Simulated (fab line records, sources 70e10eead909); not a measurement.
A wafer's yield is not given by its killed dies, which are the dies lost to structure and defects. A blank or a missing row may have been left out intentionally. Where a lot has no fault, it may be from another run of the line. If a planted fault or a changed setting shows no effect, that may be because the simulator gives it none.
fab line records + flow nand-harc
[record]
- lots = 14
- wafers = 42
- last-day = 24
route steps=1159 shown A_CONTACT@897
lots that met no fault: from a run of the same line without faults
start-h: the number of hours between the record's first day and the start of the first shown wafer of the lot + wait-h: how many hours have passed since the lot's step before this one + " the same as in the row above + L1.1+2: a single row standing in for several wafers + - either no value or no given start + * or withheld: withheld + < > ~ a bound
route shown NAME@n: NAME is a module with steps in the file, n the number in the route of the first one + usual: mean/standard deviation of fault-free wafers + same: alike in all rows + chamber/n: place in a boat + sites: the reading at each site + _std_site: how widely they spread, as a standard deviation + _edge_site: inner sites' mean taken away from outer sites' mean + radius-mm: how far each site lies from the wafer's centre + mask NAME#n: copy n + behind: the most recent tool/chamber to have shaped the wafer + hold: what put the lot on hold/how long, in hours/how the hold closed + device: whichever transistor did not switch (one of n, p or np) + end of line: the route-end tests of the same wafers + a step without rows: its recipe alone + killed: not the wafer's yield, but the dies lost to structure and defects at the first sort + map: shows each die of a wafer: x if killed, . if not, _ if none is there
set.NAME: the setting that was run; set.NAME@STEP: the one run at that earlier step + model.NAME: the simulator's own value behind a step, which no gauge read
a sample of lots followed through the steps of the route, with each step as a table and each wafer as a row
services: a tool's chamber out of use, with start hour (start-h, from the record's first day; less than 0 if before it), hours out, and reason
[[steps]]
[step NHARC_A_CONTACT_OVL_MEAS_70]
[usual]
- overlay-x-nm = -0.1/0.87
- overlay-y-nm = 0.0/0.76
| lot.wafer | tool       | chamber | start-h | wait-h | overlay-x-nm | overlay-y-nm |
|-----------|------------|---------|---------|--------|--------------|--------------|
| L821.1    | overlay-01 | -       | 387.67  | -      | -0.7         | -0.5         |
| L821.3    | "          | -       | "       | "      | -0.9         | 0.0          |
| L821.5    | "          | -       | "       | "      | -1.0         | -1.0         |
| L825.4    | overlay-02 | -       | 392.07  | -      | -0.9         | -0.2         |
| L825.5    | "          | -       | "       | "      | -0.5         | -0.4         |
| L825.6    | "          | -       | "       | "      | -0.8         | 0.0          |
| L824.1    | overlay-02 | -       | 392.76  | -      | 0.5          | 1.2          |
| L824.5    | "          | -       | "       | "      | 0.8          | 1.2          |
| L824.6    | "          | -       | "       | "      | 1.2          | 1.6          |
| L828.1    | overlay-01 | -       | 422.64  | -      | -1.0         | -0.9         |
| L828.3    | "          | -       | "       | "      | -0.8         | -1.4         |
| L828.4    | "          | -       | "       | "      | -1.1         | -1.1         |
| L829.3    | overlay-02 | -       | 439.04  | -      | 0.5          | -0.8         |
| L829.4    | "          | -       | "       | "      | 0.9          | -0.5         |
| L829.6    | "          | -       | "       | "      | 0.5          | -1.3         |
| L831.1    | overlay-01 | -       | 466.20  | -      | 0.0          | 0.5          |
| L831.5    | "          | -       | "       | "      | 0.8          | 0.4          |
| L831.6    | "          | -       | "       | "      | 0.3          | -0.4         |
| L838.1    | overlay-01 | -       | 476.84  | -      | -0.6         | 0.9          |
| L838.5    | "          | -       | "       | "      | -1.2         | 0.6          |
| L838.6    | "          | -       | "       | "      | -1.0         | 0.4          |
| L836.1    | overlay-02 | -       | 484.49  | -      | 1.0          | 0.0          |
| L836.2    | "          | -       | "       | "      | 0.2          | -0.3         |
| L836.4    | "          | -       | "       | "      | 0.9          | -0.2         |
| L837.1    | overlay-02 | -       | 491.85  | -      | -1.4         | 0.8          |
| L837.2    | "          | -       | "       | "      | -1.5         | 0.1          |
| L837.6    | "          | -       | "       | "      | -1.1         | 0.1          |
| L839.2    | overlay-01 | -       | 495.61  | -      | -0.2         | 0.4          |
| L839.3    | "          | -       | "       | "      | 0.0          | 0.0          |
| L839.4    | "          | -       | "       | "      | -0.7         | 0.4          |
| L841.1    | overlay-02 | -       | 501.80  | -      | 0.1          | -0.8         |
| L841.2    | "          | -       | "       | "      | 0.2          | -1.7         |
| L841.6    | "          | -       | "       | "      | 0.4          | -0.6         |
| L842.1    | overlay-02 | -       | 509.47  | -      | -0.3         | 1.6          |
| L842.2    | "          | -       | "       | "      | -1.0         | 1.2          |
| L842.3    | "          | -       | "       | "      | -0.6         | 1.1          |
| L844.3    | overlay-01 | -       | 509.90  | -      | -0.1         | 0.0          |
| L844.4    | "          | -       | "       | "      | 0.1          | -0.5         |
| L844.6    | "          | -       | "       | "      | 0.3          | 0.1          |
| L843.2    | overlay-01 | -       | 513.59  | -      | -1.1         | 1.1          |
| L843.5    | "          | -       | "       | "      | -1.4         | 1.4          |
| L843.6    | "          | -       | "       | "      | -1.7         | 1.0          |
[step NHARC_A_CONTACT_ETCH_78]
[recipe]
- target-depth-a = 28000
- over-etch-frac = 0.3
- time-s = 728
- ion-energy-ev = 150
- o2-flow-sccm = 400
- cos-flow-sccm = 20
- ar-flow-sccm = 0
- rf-w = 500
- bias-w = 300
- chemistry = O2/COS
[usual]
- bias-w = 300.0/0.96
- chamber-pressure-mTorr = 20.000/0.018
- cos-flow-sccm = 20.00/0.059
- drypump-motor-current-A = 5.6/0.57
- oes-product-au = 1.001/0.008
- rf-vpp-V = 313.5/2
- showerhead-plenum-p-Torr = 3.08/0.13
- throttle-valve-pct = 28.330/0.01
| lot.wafer | tool        | chamber | start-h | wait-h | bias-w | chamber-pressure-mTorr | cos-flow-sccm | drypump-motor-current-A | oes-product-au | rf-hours-counter-h | rf-vpp-V | showerhead-plenum-p-Torr | throttle-valve-pct |
|-----------|-------------|---------|---------|--------|--------|------------------------|---------------|-------------------------|----------------|--------------------|----------|--------------------------|--------------------|
| L821.3    | rie-diel-13 | 0       | -       | -      | 299.0  | 20.000                 | 19.94         | 5.4                     | 0.992          | 37                 | 310.8    | 3.00                     | 28.334             |
| L821.1    | "           | 3       | "       | "      | 300.2  | 19.979                 | 19.97         | 5.3                     | 0.995          | 37                 | 311.1    | 2.89                     | 28.338             |
| L821.5    | "           | 1       | "       | "      | 301.8  | 19.984                 | 20.13         | 6.5                     | 1.004          | -                  | 309.6    | 2.89                     | 28.347             |
| L825.4    | rie-diel-01 | 1       | -       | -      | 299.5  | 20.023                 | 20.05         | 5.1                     | 0.989          | 24                 | 316.7    | 3.26                     | 28.330             |
| L825.6    | "           | 2       | "       | "      | 299.0  | 19.991                 | 20.13         | 6.3                     | 0.995          | -                  | 312.6    | 3.05                     | 28.335             |
| L825.5    | "           | 3       | "       | "      | 300.2  | 20.031                 | 19.92         | 5.7                     | 0.995          | -                  | 313.7    | 3.12                     | 28.341             |
| L824.1    | rie-diel-13 | 2       | -       | -      | 298.3  | 19.982                 | 19.90         | 6.4                     | 1.011          | 39                 | 312.5    | 3.03                     | 28.335             |
| L824.6    | "           | 0       | "       | "      | 302.4  | 20.000                 | 19.99         | 5.4                     | 0.992          | -                  | 312.9    | 3.00                     | 28.321             |
| L824.5    | "           | 1       | "       | "      | 299.3  | 19.973                 | 19.99         | 6.4                     | 1.000          | -                  | 310.4    | 2.89                     | 28.308             |
| L828.3    | rie-diel-05 | 2       | -       | -      | 298.9  | 19.974                 | 19.92         | 4.8                     | 1.011          | 12                 | 314.5    | 3.11                     | 28.323             |
| L828.4    | "           | 0       | "       | "      | 301.5  | 20.007                 | 20.05         | 5.8                     | 0.995          | 11                 | 314.1    | 3.04                     | 28.335             |
| L828.1    | "           | 1       | "       | "      | 300.5  | 19.982                 | 19.96         | 6.1                     | 1.005          | 12                 | 311.4    | 3.00                     | 28.335             |
| L829.3    | rie-diel-05 | 2       | -       | -      | 300.1  | 19.992                 | 20.13         | 4.8                     | 1.003          | 14                 | 312.2    | 3.10                     | 28.343             |
| L829.4    | "           | 0       | "       | "      | 299.0  | 20.007                 | 19.97         | 5.9                     | 0.990          | 13                 | 313.4    | 3.04                     | 28.343             |
| L829.6    | "           | 3       | "       | "      | 299.7  | 20.017                 | 20.05         | 5.0                     | 0.989          | -                  | 311.6    | 3.09                     | 28.324             |
| L831.1    | rie-diel-13 | 3       | -       | -      | 300.8  | 20.026                 | 20.08         | 5.3                     | 1.011          | 3                  | 317.6    | 3.37                     | 28.306             |
| L831.6    | "           | 3       | "       | "      | 301.6  | 19.989                 | 20.06         | 5.4                     | 0.998          | -                  | 317.7    | 3.37                     | 28.334             |
| L831.5    | "           | 0       | "       | "      | 299.7  | 20.019                 | 20.01         | 5.4                     | 1.004          | -                  | 311.5    | 2.99                     | 28.328             |
| L838.1    | rie-diel-01 | 3       | -       | -      | 300.2  | 20.021                 | 20.04         | 5.6                     | 1.012          | 58                 | 315.3    | 3.11                     | 28.334             |
| L838.6    | "           | 1       | "       | "      | 300.7  | 20.007                 | 20.00         | 5.1                     | 1.000          | -                  | 316.2    | 3.24                     | 28.330             |
| L838.5    | "           | 2       | "       | "      | 299.5  | 20.003                 | 20.07         | 6.3                     | 1.005          | -                  | 314.6    | 3.03                     | 28.337             |
| L836.1    | rie-diel-05 | 3       | -       | -      | 300.4  | 20.029                 | 20.10         | 5.0                     | 0.992          | 22                 | 314.0    | 3.08                     | 28.335             |
| L836.2    | "           | 1       | "       | "      | 300.3  | 20.005                 | 20.03         | 6.1                     | 1.002          | 23                 | 313.4    | 2.99                     | 28.329             |
| L836.4    | "           | 2       | "       | "      | 299.7  | 20.012                 | 20.06         | 4.7                     | 1.000          | 22                 | 313.6    | 3.10                     | 28.327             |
| L837.2    | rie-diel-13 | 3       | -       | -      | 299.0  | 19.990                 | 19.89         | 5.3                     | 0.999          | 9                  | 316.6    | 3.37                     | 28.321             |
| L837.1    | "           | 0       | "       | "      | 299.8  | 19.984                 | 19.97         | 5.4                     | 0.989          | 11                 | 311.5    | 2.98                     | 28.337             |
| L837.6    | "           | 2       | "       | "      | 301.0  | 20.011                 | 19.92         | 6.3                     | 0.997          | -                  | 312.7    | 3.02                     | 28.337             |
| L839.4    | rie-diel-05 | 0       | -       | -      | 299.6  | 19.996                 | 20.09         | 5.8                     | 0.991          | 22                 | 313.1    | 3.04                     | 28.322             |
| L839.3    | "           | 1       | "       | "      | 299.0  | 20.007                 | 20.06         | 6.1                     | 0.997          | 26                 | 312.7    | 2.99                     | 28.331             |
| L839.2    | "           | 2       | "       | "      | 298.8  | 20.041                 | 19.99         | 4.8                     | 0.997          | 25                 | 314.3    | 3.10                     | 28.318             |
| L841.2    | rie-diel-01 | 1       | -       | -      | 300.6  | 19.956                 | 20.00         | 5.1                     | 1.008          | 2                  | 317.3    | 3.24                     | 28.344             |
| L841.1    | "           | 2       | "       | "      | 300.7  | 20.016                 | 19.98         | 6.3                     | 0.994          | 3                  | 312.5    | 3.03                     | 28.333             |
| L841.6    | "           | 2       | "       | "      | 299.7  | 19.979                 | 19.96         | 6.3                     | 1.010          | -                  | 312.6    | 3.03                     | 28.340             |
| L842.1    | rie-diel-05 | 3       | -       | -      | 300.2  | 19.995                 | 20.02         | 5.0                     | 1.006          | 27                 | 312.4    | 3.08                     | 28.330             |
| L842.2    | "           | 0       | "       | "      | 298.5  | 19.992                 | 19.96         | 5.8                     | 1.007          | 27                 | 312.9    | 3.03                     | 28.314             |
| L842.3    | "           | 2       | "       | "      | 300.8  | 19.988                 | 20.04         | 4.8                     | 1.012          | 29                 | 313.4    | 3.10                     | 28.319             |
| L844.4    | rie-diel-13 | 3       | -       | -      | 300.4  | 19.995                 | 20.02         | 5.4                     | 0.999          | 19                 | 316.2    | 3.36                     | 28.328             |
| L844.3    | "           | 0       | "       | "      | 301.0  | 19.976                 | 20.00         | 5.4                     | 1.005          | 19                 | 312.8    | 2.98                     | 28.339             |
| L844.6    | "           | 0       | "       | "      | 300.7  | 19.975                 | 19.94         | 5.4                     | 1.008          | -                  | 313.0    | 2.98                     | 28.335             |
| L843.2    | rie-diel-13 | 1       | -       | -      | 300.2  | 19.997                 | 20.05         | 6.5                     | 0.999          | 21                 | 317.7    | 3.36                     | 28.338             |
| L843.6    | "           | 2       | "       | "      | 299.4  | 20.020                 | 20.03         | 6.3                     | 1.002          | -                  | 311.9    | 3.01                     | 28.325             |
| L843.5    | "           | 3       | "       | "      | 300.4  | 19.977                 | 20.00         | 5.3                     | 0.998          | -                  | 319.2    | 3.36                     | 28.341             |
[step NHARC_A_CONTACT_ETCH_126]
[recipe]
- source-w = withheld
- pressure-mtorr = 20
- bias-v = 1200
- time-s = 155
- target-depth-a = 9560
- ar-flow-sccm = withheld
- c4f8-flow-sccm = withheld
- o2-flow-sccm = withheld
- chemistry = C4F8/O2/Ar
[usual]
- chamber-pressure-mTorr = 20.002/0.018
- oes-air-line-au = 0.996/0.019
| lot.wafer | tool            | chamber | start-h | wait-h | chamber-pressure-mTorr | oes-air-line-au | rf-hours-counter-h |
|-----------|-----------------|---------|---------|--------|------------------------|-----------------|--------------------|
| L821.1    | har-cap-etch-02 | 0       | 390.73  | 0.2    | 19.983                 | 0.996           | 14                 |
| L821.3    | "               | 1       | "       | "      | 20.049                 | 0.962           | -                  |
| L821.5    | "               | 1       | "       | "      | 19.997                 | 0.968           | -                  |
| L825.4    | har-cap-etch-02 | 0       | 393.84  | 0.2    | 20.005                 | 0.999           | -                  |
| L825.6    | "               | 1       | "       | "      | 20.022                 | 1.009           | -                  |
| L825.5    | "               | 0       | "       | "      | 19.993                 | 0.984           | -                  |
| L824.1    | har-cap-etch-03 | 0       | 394.46  | 0.1    | 20.001                 | 0.997           | 87                 |
| L824.5    | "               | 0       | "       | "      | 19.993                 | 0.941           | -                  |
| L824.6    | "               | 1       | "       | "      | 19.983                 | 1.001           | -                  |
| L828.1    | har-cap-etch-02 | 0       | 424.67  | 0.1    | 19.987                 | 0.984           | 19                 |
| L828.3    | "               | 1       | "       | "      | 19.974                 | 1.021           | -                  |
| L828.4    | "               | 0       | "       | "      | 19.990                 | 1.001           | -                  |
| L829.3    | har-cap-etch-02 | 0       | 440.66  | 0.1    | -                      | -               | -                  |
| L829.4    | "               | 1       | "       | "      | -                      | -               | -                  |
| L829.6    | "               | 0       | "       | "      | -                      | -               | -                  |
| L831.1    | har-cap-etch-03 | 0       | 468.07  | 0.1    | -                      | -               | -                  |
| L831.5    | "               | 1       | "       | "      | -                      | -               | -                  |
| L831.6    | "               | 0       | "       | "      | -                      | -               | -                  |
| L838.1    | har-cap-etch-03 | 1       | 478.42  | 0.1    | 20.013                 | 1.019           | 99                 |
| L838.5    | "               | 0       | "       | "      | 20.030                 | 1.001           | -                  |
| L838.6    | "               | 1       | "       | "      | 20.026                 | 1.027           | -                  |
| L836.1    | har-cap-etch-03 | 0       | 486.06  | 0.1    | 19.976                 | 1.028           | 101                |
| L836.2    | "               | 1       | "       | "      | 19.996                 | 1.016           | 101                |
| L836.4    | "               | 1       | "       | "      | 19.998                 | 1.008           | -                  |
| L837.1    | har-cap-etch-01 | 0       | 493.50  | 0.1    | 20.018                 | 0.999           | 77                 |
| L837.2    | "               | 1       | "       | "      | 20.011                 | 0.994           | 77                 |
| L837.6    | "               | 1       | "       | "      | 20.009                 | 0.995           | -                  |
| L839.2    | har-cap-etch-03 | 0       | 497.77  | 0.1    | 20.035                 | 1.007           | 104                |
| L839.4    | "               | 1       | "       | "      | 19.991                 | 0.990           | -                  |
| L839.3    | "               | 0       | "       | "      | 19.973                 | 1.007           | -                  |
| L841.1    | har-cap-etch-01 | 1       | 504.77  | 0.1    | 19.996                 | 0.992           | 80                 |
| L841.2    | "               | 0       | "       | "      | 20.003                 | 0.999           | 80                 |
| L841.6    | "               | 0       | "       | "      | 20.008                 | 0.998           | -                  |
| L842.2    | har-cap-etch-01 | 0       | 511.03  | 0.1    | 20.010                 | 0.976           | 81                 |
| L842.1    | "               | 1       | "       | "      | 19.996                 | 0.975           | 81                 |
| L842.3    | "               | 1       | "       | "      | 20.001                 | 0.977           | -                  |
| L844.4    | har-cap-etch-02 | 1       | 511.55  | 0.1    | 20.009                 | 0.984           | -                  |
| L844.3    | "               | 0       | "       | "      | 20.007                 | 0.977           | -                  |
| L844.6    | "               | 0       | "       | "      | 20.016                 | 0.978           | -                  |
| L843.2    | har-cap-etch-01 | 1       | 515.17  | 0.1    | 19.992                 | 0.976           | 83                 |
| L843.6    | "               | 0       | "       | "      | 20.021                 | 0.982           | -                  |
| L843.5    | "               | 1       | "       | "      | 20.002                 | 1.002           | -                  |
[step NHARC_A_CONTACT_CD_MEAS_80]
[usual]
- cd-nm = 189.6/0.74
| lot.wafer | tool      | chamber | start-h | wait-h | cd-nm |
|-----------|-----------|---------|---------|--------|-------|
| L821.1    | cd-sem-02 | -       | 392.92  | -      | 189.8 |
| L821.3    | "         | -       | "       | "      | 189.6 |
| L821.5    | "         | -       | "       | "      | 188.9 |
| L825.4    | cd-sem-01 | -       | 395.95  | -      | 189.4 |
| L825.5    | "         | -       | "       | "      | 189.1 |
| L825.6    | "         | -       | "       | "      | 188.8 |
| L824.1    | cd-sem-03 | -       | 396.34  | -      | 189.4 |
| L824.5    | "         | -       | "       | "      | 189.4 |
| L824.6    | "         | -       | "       | "      | 190.2 |
| L828.1    | cd-sem-03 | -       | 426.43  | -      | 189.3 |
| L828.3    | "         | -       | "       | "      | 189.7 |
| L828.4    | "         | -       | "       | "      | 189.4 |
| L829.3    | cd-sem-02 | -       | 442.39  | -      | 189.7 |
| L829.4    | "         | -       | "       | "      | 189.0 |
| L829.6    | "         | -       | "       | "      | 189.3 |
| L831.1    | cd-sem-01 | -       | 469.83  | -      | 190.6 |
| L831.5    | "         | -       | "       | "      | 190.9 |
| L831.6    | "         | -       | "       | "      | 190.2 |
| L838.1    | cd-sem-01 | -       | 480.20  | -      | 189.4 |
| L838.5    | "         | -       | "       | "      | 190.1 |
| L838.6    | "         | -       | "       | "      | 189.6 |
| L836.1    | cd-sem-03 | -       | 487.85  | -      | 190.2 |
| L836.2    | "         | -       | "       | "      | 189.9 |
| L836.4    | "         | -       | "       | "      | 190.1 |
| L837.1    | cd-sem-03 | -       | 495.27  | -      | 188.1 |
| L837.2    | "         | -       | "       | "      | 188.7 |
| L837.6    | "         | -       | "       | "      | 188.5 |
| L839.2    | cd-sem-02 | -       | 499.88  | -      | 190.0 |
| L839.3    | "         | -       | "       | "      | 189.7 |
| L839.4    | "         | -       | "       | "      | 189.3 |
| L841.1    | cd-sem-01 | -       | 506.55  | -      | 189.7 |
| L841.2    | "         | -       | "       | "      | 189.5 |
| L841.6    | "         | -       | "       | "      | 189.5 |
| L842.1    | cd-sem-01 | -       | 512.81  | -      | 190.1 |
| L842.2    | "         | -       | "       | "      | 189.3 |
| L842.3    | "         | -       | "       | "      | 189.3 |
| L844.3    | cd-sem-03 | -       | 513.30  | -      | 190.5 |
| L844.4    | "         | -       | "       | "      | 189.5 |
| L844.6    | "         | -       | "       | "      | 189.4 |
| L843.2    | cd-sem-02 | -       | 516.93  | -      | 188.2 |
| L843.5    | "         | -       | "       | "      | 188.3 |
| L843.6    | "         | -       | "       | "      | 188.4 |
[[services]]
| tool        | chamber | start-h | hours | kind                          |
|-------------|---------|---------|-------|-------------------------------|
| rie-diel-05 | 0       | 366.96  | 4.6   | repair                        |
| rie-diel-13 | 0       | 383.67  | -     | clean                         |
| rie-diel-13 | 1       | 383.67  | -     | clean                         |
| rie-diel-13 | 2       | 383.67  | -     | clean                         |
| rie-diel-13 | 3       | 383.67  | -     | clean                         |
| rie-diel-13 | 0       | 408.17  | -     | clean                         |
| rie-diel-13 | 1       | 408.17  | -     | clean                         |
| rie-diel-13 | 2       | 408.17  | -     | clean                         |
| rie-diel-13 | 3       | 408.17  | -     | clean                         |
| rie-diel-13 | 0       | 432.67  | -     | clean                         |
| rie-diel-13 | 1       | 432.67  | -     | clean                         |
| rie-diel-13 | 2       | 432.67  | -     | clean                         |
| rie-diel-13 | 3       | 432.67  | -     | clean                         |
| rie-diel-13 | -       | 453.21  | 9.0   | pm                            |
| rie-diel-13 | 0       | 453.21  | 9.0   | vent-cycle                    |
| rie-diel-13 | 1       | 453.21  | 9.0   | vent-cycle                    |
| rie-diel-13 | 2       | 453.21  | 9.0   | vent-cycle                    |
| rie-diel-13 | 3       | 453.21  | 9.0   | vent-cycle                    |
| rie-diel-05 | -       | 458.16  | 1.0   | repair                        |
| rie-diel-13 | 0       | 462.21  | -     | clean                         |
| rie-diel-13 | 1       | 462.21  | -     | clean                         |
| rie-diel-13 | 1       | 462.21  | -     | consumable-replace:showerhead |
| rie-diel-01 | -       | 491.90  | 9.0   | pm                            |
| rie-diel-05 | 3       | 501.35  | 4.8   | repair                        |
[[key]]
[first-sign]
- step = NHARC_A_CONTACT_ETCH_126
- reading = tool-record
- direction = missing
effect none on later readings
met-at NHARC_A_CONTACT_ETCH_126
struck-lots L829,L831
later-rows-left-out L829.3,L829.4,L829.6,L831.1,L831.5,L831.6
sort-left-out L829.3,L829.4,L829.6,L831.1,L831.5,L831.6
tester-left-out L829,L831
not-acting-at NHARC_A_CONTACT_OVL_MEAS_70,NHARC_A_CONTACT_ETCH_78,NHARC_A_CONTACT_CD_MEAS_80
onset-between 424.67 440.66
[fault]
- kind = skipped-step-whole
- tool = har-cap-etch-02,har-cap-etch-03
- chamber = -
- onset-h = 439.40
- steps = NHARC_A_CONTACT_ETCH_126
- scope = struck-lots-only
// tester-left-out: of these lots the tester's yield and bins aren't shown, on N5 and GAA mostly nor the transistor test; their killed dies are dies lost to structure and defects alone, not to doping, threshold or leakage, so they don't give the yield
// sort-left-out: the simulated sort isn't trusted on such a fault, so these wafers' sort isn't shown, and their yield isn't known
// later-rows-left-out: the simulator's readings of these wafers behind a module that went badly wrong aren't trusted and aren't shown, but for the sort
